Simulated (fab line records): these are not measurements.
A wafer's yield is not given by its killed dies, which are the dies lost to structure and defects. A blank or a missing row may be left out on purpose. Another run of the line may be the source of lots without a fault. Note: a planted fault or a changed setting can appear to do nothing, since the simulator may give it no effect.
fab line records ; flow nand-harc
record lots=13; wafers=39; last-day=33
route steps=1302 shown P_CONTACT@244 P_M0@261
lots with no fault: from the same line, run without faults
start-h: hours from the record's opening day to when the first of the lot's shown wafers began ; wait-h: hours since the lot's step before ; " repeats the value in the row above ; L1.1+2: a row that stands for several wafers ; - either no value or no given start ; * or withheld: withheld ; < > ~ a bound
route shown NAME@n: names a module that has steps shown in the file, with the first one's number in the route ; usual: the fault-free wafers' mean and standard deviation ; same: alike in all rows ; chamber/n: place in a boat ; sites: each site's reading ; _std_site: the standard deviation of these ; _edge_site: inner sites' mean taken away from outer sites' mean ; radius-mm: for every site, how far away it sits from the centre of the wafer ; mask NAME#n: copy n ; behind: the last tool/chamber to shape the wafer ; hold: what put the lot on hold/how long, in hours/how the hold closed ; device: whichever transistor did not switch (one of n, p or np) ; end of line: tests run on the same wafers once the route is complete ; where a step has no rows: the recipe by itself ; killed: not the wafer's yield, but the dies lost to structure and defects at the first sort ; map: the dies of a wafer, with x for killed, . for not killed, _ for no die there
set.NAME: the setting the step ran with; set.NAME@STEP: the setting that earlier step ran with ; model.NAME: the simulator's own value behind a step, which no gauge read
a sample of lots followed through the steps of the route, with each step as a table and each wafer as a row
services: when a tool's chamber went out of use (start-h, in hours from the record's first day, below 0 if earlier), for how many hours, and the reason
## steps
# step NHARC_P_CONTACT_DEGAS_38
# recipe temp-c=300; time-s=60
# usual heater-power-w=471/33; susceptor-temp-C=300.00/0.2
lot.wafer;tool;chamber;start-h;wait-h;heater-power-w;susceptor-temp-C
L966.4;pvd-sputter-03;-;139.35;-;536;299.90
L966.2;pvd-sputter-03;-;139.35;-;452;300.08
L966.3;pvd-sputter-03;-;139.35;-;481;299.84
L965.3;pvd-sputter-03;-;140.00;-;471;299.89
L965.6;pvd-sputter-03;-;140.00;-;485;300.13
L965.5;pvd-sputter-03;-;140.00;-;543;299.75
L967.3;pvd-sputter-02;-;152.17;-;466;299.59
L967.4;pvd-sputter-02;-;152.17;-;461;299.78
L967.5;pvd-sputter-02;-;152.17;-;453;300.16
L969.1;pvd-sputter-02;-;173.56;-;467;299.64
L969.2;pvd-sputter-02;-;173.56;-;440;300.09
L969.6;pvd-sputter-02;-;173.56;-;463;300.06
L970.4;pvd-sputter-01;-;183.13;-;472;300.17
L970.1;pvd-sputter-01;-;183.13;-;535;299.85
L970.5;pvd-sputter-01;-;183.13;-;435;299.91
L972.2;pvd-sputter-02;-;201.46;-;459;-
L972.5;pvd-sputter-02;-;201.46;-;454;-
L972.6;pvd-sputter-02;-;201.46;-;468;-
L977.3;pvd-sputter-02;-;249.50;-;453;300.00
L977.4;pvd-sputter-02;-;249.50;-;450;300.06
L977.2;pvd-sputter-02;-;249.50;-;455;300.01
L978.3;pvd-sputter-02;-;267.35;-;441;300.32
L978.4;pvd-sputter-02;-;267.35;-;468;299.95
L978.6;pvd-sputter-02;-;267.35;-;459;300.19
L981.2;pvd-sputter-01;-;284.91;-;527;299.78
L981.3;pvd-sputter-01;-;284.91;-;483;300.11
L981.5;pvd-sputter-01;-;284.91;-;530;299.85
L980.4;pvd-sputter-02;-;285.41;-;461;-
L980.1;pvd-sputter-02;-;285.41;-;450;-
L980.6;pvd-sputter-02;-;285.41;-;443;-
L982.4;pvd-sputter-01;-;298.91;-;492;299.68
L982.3;pvd-sputter-01;-;298.91;-;427;299.79
L982.5;pvd-sputter-01;-;298.91;-;492;299.82
L983.3;pvd-sputter-03;-;306.50;-;471;300.10
L983.1;pvd-sputter-03;-;306.50;-;459;299.89
L983.2;pvd-sputter-03;-;306.50;-;523;299.79
L984.3;pvd-sputter-02;-;329.51;-;462;299.86
L984.2;pvd-sputter-02;-;329.51;-;456;300.06
L984.5;pvd-sputter-02;-;329.51;-;439;299.87
# step NHARC_P_M0_PEB_07
# recipe peb-temp-c=100; peb-time-s=65
# usual heater-power-total-W=156.6/0.43; plate-temp-C=100.00/0.12
# same peb-time-s=65
lot.wafer;tool;chamber;start-h;wait-h;heater-power-total-W;plate-temp-C
L966.2;litho-track-06;0;141.71;0.1;157.1;100.01
L966.3;litho-track-06;0;141.71;0.1;156.9;100.04
L966.4;litho-track-06;0;141.71;0.1;156.7;99.85
L965.3;litho-track-04;0;142.21;0.0;157.1;100.06
L965.5;litho-track-04;0;142.21;0.0;157.0;100.21
L965.6;litho-track-04;0;142.21;0.0;157.1;100.07
L967.3;litho-track-06;0;154.37;0.0;157.1;99.84
L967.4;litho-track-06;0;154.37;0.0;157.1;99.95
L967.5;litho-track-06;0;154.37;0.0;156.6;100.13
L969.1;litho-track-04;0;175.77;0.1;156.2;99.83
L969.2;litho-track-04;0;175.77;0.1;156.5;99.97
L969.6;litho-track-04;0;175.77;0.1;156.4;99.79
L970.1;litho-track-04;0;186.02;0.1;157.0;99.80
L970.4;litho-track-04;0;186.02;0.1;156.3;99.73
L970.5;litho-track-04;0;186.02;0.1;155.9;99.92
L972.2;litho-track-01;0;203.65;0.1;156.1;100.21
L972.5;litho-track-01;0;203.65;0.1;156.5;99.99
L972.6;litho-track-01;0;203.65;0.1;156.1;99.99
L977.2;litho-track-04;0;251.86;0.1;156.0;99.82
L977.3;litho-track-04;0;251.86;0.1;157.2;99.80
L977.4;litho-track-04;0;251.86;0.1;156.2;99.80
L978.3;litho-track-01;0;269.55;0.0;148.5;96.15
L978.4;litho-track-01;0;269.55;0.0;148.4;96.00
L978.6;litho-track-01;0;269.55;0.0;148.5;96.07
L981.2;litho-track-04;0;287.11;0.1;156.4;100.06
L981.3;litho-track-04;0;287.11;0.1;157.1;100.12
L981.5;litho-track-04;0;287.11;0.1;157.1;100.15
L980.1;litho-track-06;0;287.72;0.1;156.5;99.80
L980.4;litho-track-06;0;287.72;0.1;156.1;100.08
L980.6;litho-track-06;0;287.72;0.1;156.1;100.06
L982.3;litho-track-04;0;301.29;0.0;156.7;99.78
L982.4;litho-track-04;0;301.29;0.0;156.0;100.01
L982.5;litho-track-04;0;301.29;0.0;156.7;99.94
L983.1;litho-track-04;0;308.69;0.1;155.9;100.25
L983.2;litho-track-04;0;308.69;0.1;156.8;100.04
L983.3;litho-track-04;0;308.69;0.1;157.0;100.21
L984.2;litho-track-06;0;331.84;0.1;156.8;100.05
L984.3;litho-track-06;0;331.84;0.1;156.1;99.91
L984.5;litho-track-06;0;331.84;0.1;156.4;100.04
# step NHARC_P_M0_ETCH_34
# recipe target-depth-a=400; overetch-a=120; time-s=43.94; ion-energy-ev=200; n2-flow-sccm=150; h2-flow-sccm=150; ar-flow-sccm=0; rf-w=400; bias-w=150; chemistry=N2/H2
# usual drypump-motor-current-A=5.9/0.37; oes-product-au=0.998/0.0067; rf-vpp-V=429.5/2.9; showerhead-plenum-p-Torr=2.00/0.1; throttle-valve-pct=14.171/0.0092
lot.wafer;tool;chamber;start-h;wait-h;drypump-motor-current-A;oes-product-au;rf-hours-counter-h;rf-vpp-V;showerhead-plenum-p-Torr;throttle-valve-pct
L966.2;rie-diel-09;3;142.06;0.1;5.7;1.003;30;426.1;1.90;14.174
L966.4;rie-diel-09;1;142.06;0.1;5.6;1.000;29;434.6;2.17;14.171
L966.3;rie-diel-09;2;142.06;0.1;6.3;1.005;29;431.2;2.09;14.169
L965.3;rie-diel-09;1;142.57;0.1;5.6;1.003;29;433.9;2.17;14.154
L965.6;rie-diel-09;3;142.57;0.1;5.7;0.997;-;427.4;1.90;14.175
L965.5;rie-diel-09;0;142.57;0.1;6.4;0.983;-;428.8;1.95;14.183
L967.4;rie-diel-09;2;154.72;0.1;6.3;0.998;0;431.8;2.09;14.150
L967.3;rie-diel-09;3;154.72;0.1;5.7;1.008;0;426.6;1.90;14.178
L967.5;rie-diel-09;3;154.72;0.1;5.7;1.002;-;426.2;1.90;14.161
L969.2;rie-diel-09;1;176.12;0.1;5.6;1.010;5;432.7;2.17;14.158
L969.1;rie-diel-09;0;176.12;0.1;6.4;0.993;5;427.4;1.95;14.171
L969.6;rie-diel-09;2;176.12;0.1;6.3;0.994;-;431.8;2.09;14.164
L970.4;rie-diel-07;3;186.65;0.3;5.5;0.994;20;431.7;2.06;14.162
L970.1;rie-diel-07;0;186.65;0.3;5.5;0.991;20;428.3;1.90;14.159
L970.5;rie-diel-07;3;186.65;0.3;5.5;0.980;-;431.3;2.06;14.177
L972.2;rie-diel-04;1;204.02;0.1;5.7;0.997;9;425.7;1.89;14.161
L972.6;rie-diel-04;1;204.02;0.1;5.7;0.996;-;426.4;1.89;14.174
L972.5;rie-diel-04;0;204.02;0.1;5.6;1.008;-;427.6;1.91;14.161
L977.2;rie-diel-09;3;252.21;0.1;5.7;1.004;19;428.0;1.90;14.170
L977.3;rie-diel-09;1;252.21;0.1;5.6;1.001;19;434.5;2.16;14.178
L977.4;rie-diel-09;2;252.21;0.1;6.3;1.000;18;431.2;2.08;14.169
L978.4;rie-diel-09;3;269.90;0.1;5.7;0.994;22;426.0;1.89;14.167
L978.3;rie-diel-09;1;269.90;0.1;5.6;0.988;23;434.3;2.16;14.178
L978.6;rie-diel-09;3;269.90;0.1;5.7;0.993;-;427.0;1.89;14.176
L981.2;rie-diel-09;3;287.46;0.1;5.7;1.002;23;427.2;1.89;14.166
L981.3;rie-diel-09;1;287.46;0.1;5.6;0.999;24;431.4;2.16;14.190
L981.5;rie-diel-09;3;287.46;0.1;5.7;1.000;-;427.8;1.89;14.178
L980.4;rie-diel-09;0;288.08;0.1;6.4;1.003;23;427.0;1.94;14.159
L980.1;rie-diel-09;1;288.08;0.1;5.6;0.999;24;434.1;2.16;14.156
L980.6;rie-diel-09;3;288.08;0.1;5.7;0.998;-;427.9;1.89;14.171
L982.3;rie-diel-09;3;301.64;0.1;5.7;0.989;25;427.5;1.89;14.171
L982.4;rie-diel-09;2;301.64;0.1;6.3;1.003;25;432.7;2.08;14.182
L982.5;rie-diel-09;3;301.64;0.1;5.7;1.003;-;426.3;1.89;14.187
L983.2;rie-diel-09;3;309.04;0.1;5.7;0.995;26;426.0;1.89;14.166
L983.1;rie-diel-09;1;309.04;0.1;5.6;0.998;25;435.4;2.16;14.174
L983.3;rie-diel-09;2;309.04;0.1;6.3;0.996;26;431.8;2.08;14.178
L984.2;rie-diel-07;0;332.20;0.1;5.4;0.991;8;426.0;1.89;14.171
L984.3;rie-diel-07;1;332.20;0.1;5.7;0.991;7;429.8;1.99;14.173
L984.5;rie-diel-07;2;332.20;0.1;5.4;0.994;-;429.1;1.94;14.179
# step NHARC_P_M0_STRIP_18
# recipe power-w=1000; n2-flow-sccm=150; h2-flow-sccm=150; ar-flow-sccm=0; bias-w=0; chemistry=N2/H2
# usual drypump-motor-current-A=5.8/0.36; oes-product-au=0.999/0.0075; rf-vpp-V=90.4/1; showerhead-plenum-p-Torr=2.00/0.092; throttle-valve-pct=14.172/0.0095
lot.wafer;tool;chamber;start-h;wait-h;drypump-motor-current-A;oes-product-au;rf-hours-counter-h;rf-vpp-V;showerhead-plenum-p-Torr;throttle-valve-pct
L966.3;rie-diel-07;3;142.37;0.1;5.4;1.008;5;91.1;2.06;14.171
L966.4;rie-diel-07;0;142.37;0.1;5.4;1.004;5;89.9;1.91;14.181
L966.2;rie-diel-07;1;142.37;0.1;5.7;1.003;4;90.6;2.01;14.176
L965.3;rie-diel-07;0;142.85;0.1;5.5;1.013;5;89.9;1.91;14.170
L965.6;rie-diel-07;0;142.85;0.1;5.4;1.002;-;89.4;1.91;14.172
L965.5;rie-diel-07;1;142.85;0.1;5.7;0.991;-;91.1;2.01;14.173
L967.4;rie-diel-09;3;155.00;0.1;5.7;0.992;0;89.0;1.90;14.167
L967.3;rie-diel-09;2;155.00;0.1;6.4;1.004;0;90.7;2.09;14.191
L967.5;rie-diel-09;0;155.00;0.1;6.4;1.001;-;89.8;1.95;14.180
L969.2;rie-diel-09;0;176.41;0.1;6.4;0.993;5;89.1;1.95;14.174
L969.1;rie-diel-09;1;176.41;0.1;5.6;1.000;5;91.5;2.17;14.176
L969.6;rie-diel-09;0;176.41;0.1;6.4;0.987;-;90.9;1.95;14.188
L970.1;rie-diel-07;3;186.94;0.1;5.5;0.986;20;90.2;2.06;14.170
L970.4;rie-diel-07;2;186.94;0.1;5.4;0.999;20;88.9;1.96;14.179
L970.5;rie-diel-07;0;186.94;0.1;5.4;0.992;-;91.3;1.90;14.176
L972.2;rie-diel-09;0;204.41;0.1;6.4;0.993;10;90.7;1.94;14.179
L972.6;rie-diel-09;1;204.41;0.1;5.6;1.001;-;89.7;2.17;14.163
L972.5;rie-diel-09;2;204.41;0.1;6.3;1.012;-;91.4;2.09;14.169
L977.2;rie-diel-04;3;252.67;0.1;6.3;0.982;24;89.0;2.04;14.168
L977.3;rie-diel-04;0;252.67;0.1;5.6;1.004;22;90.7;1.90;14.177
L977.4;rie-diel-04;2;252.67;0.1;5.7;0.996;22;91.5;2.06;14.170
L978.3;rie-diel-09;0;270.19;0.1;6.4;0.982;22;90.8;1.94;14.158
L978.4;rie-diel-09;1;270.19;0.1;5.6;0.997;23;91.9;2.16;14.187
L978.6;rie-diel-09;1;270.19;0.1;5.6;1.001;-;91.0;2.16;14.173
L981.3;rie-diel-04;2;287.79;0.1;5.7;0.989;33;90.0;2.05;14.159
L981.2;rie-diel-04;0;287.79;0.1;5.6;1.004;38;88.8;1.90;14.163
L981.5;rie-diel-04;1;287.79;0.1;5.8;0.988;-;89.5;1.88;14.179
L980.1;rie-diel-09;0;288.36;0.1;6.4;0.994;23;91.1;1.94;14.174
L980.4;rie-diel-09;3;288.36;0.1;5.7;0.999;23;89.4;1.89;14.165
L980.6;rie-diel-09;1;288.36;0.1;5.6;0.998;-;91.7;2.16;14.165
L982.3;rie-diel-09;3;301.93;0.1;5.7;1.013;25;90.1;1.89;14.173
L982.4;rie-diel-09;2;301.93;0.1;6.3;1.005;25;92.0;2.08;14.173
L982.5;rie-diel-09;0;301.93;0.1;6.4;1.008;-;91.0;1.94;14.183
L983.2;rie-diel-07;2;309.35;0.1;5.4;0.996;1;91.7;1.95;14.169
L983.3;rie-diel-07;3;309.35;0.1;5.5;0.995;1;90.8;2.05;14.182
L983.1;rie-diel-07;0;309.35;0.1;5.5;0.999;2;90.4;1.89;14.163
L984.2;rie-diel-07;3;332.47;0.1;5.5;0.989;8;90.3;2.04;14.166
L984.3;rie-diel-07;2;332.47;0.1;5.4;0.988;7;89.8;1.94;14.178
L984.5;rie-diel-07;3;332.47;0.1;5.5;0.991;-;90.5;2.04;14.172
## services
tool;chamber;start-h;hours;kind
rie-diel-07;-;117.29;9.0;pm
rie-diel-04;-;135.56;1.1;repair
rie-diel-09;-;143.42;9.0;pm
rie-diel-04;2;146.03;12.4;repair
pvd-sputter-02;-;155.32;0.9;repair
pvd-sputter-03;-;156.91;4.6;repair
pvd-sputter-02;-;161.48;2.3;repair
pvd-sputter-03;-;170.01;10.0;pm
rie-diel-07;3;173.98;3.1;repair
rie-diel-04;-;178.15;9.0;pm
litho-track-06;-;179.00;7.0;pm
rie-diel-04;2;198.75;6.5;repair
litho-track-04;-;203.00;7.0;pm
pvd-sputter-02;-;215.15;4.0;repair
pvd-sputter-01;-;226.00;10.0;pm
pvd-sputter-03;-;231.56;1.0;repair
rie-diel-09;0;232.05;6.8;repair
rie-diel-07;0;232.43;3.9;repair
rie-diel-07;0;278.31;7.7;repair
pvd-sputter-02;-;289.35;10.0;pm
rie-diel-09;1;290.08;6.1;repair
rie-diel-07;-;294.29;9.0;pm
pvd-sputter-02;-;311.29;4.4;repair
rie-diel-09;-;320.42;9.0;pm
## key
first-sign step=NHARC_P_M0_PEB_07; reading=plate-temp-C; direction=down; sigmas=32; usual=*; struck=*
effect step=NHARC_P_M0_PEB_07; reading=heater-power-total-W; direction=down; sigmas=19; usual=*; struck=*
met-at NHARC_P_M0_PEB_07
struck-lots L978
later-rows-left-out L978.3,L978.4,L978.6
sort-left-out L978.3,L978.4,L978.6
not-acting-at NHARC_P_CONTACT_DEGAS_38,NHARC_P_M0_ETCH_34,NHARC_P_M0_STRIP_18
onset-between 203.65 269.55
fault kind=process-parameter-drift; tool=litho-track-01; chamber=-; onset-h=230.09; steps=NHARC_P_M0_PEB_07; channel=peb-temp-c; offset=*; shape=step; acts-in=*; stated=*
# sort-left-out: the simulated sort isn't trusted on such a fault, so these wafers' sort isn't shown, and their yield isn't known
# later-rows-left-out: the simulator's readings of these wafers behind a module that went badly wrong aren't trusted and aren't shown, but for the sort
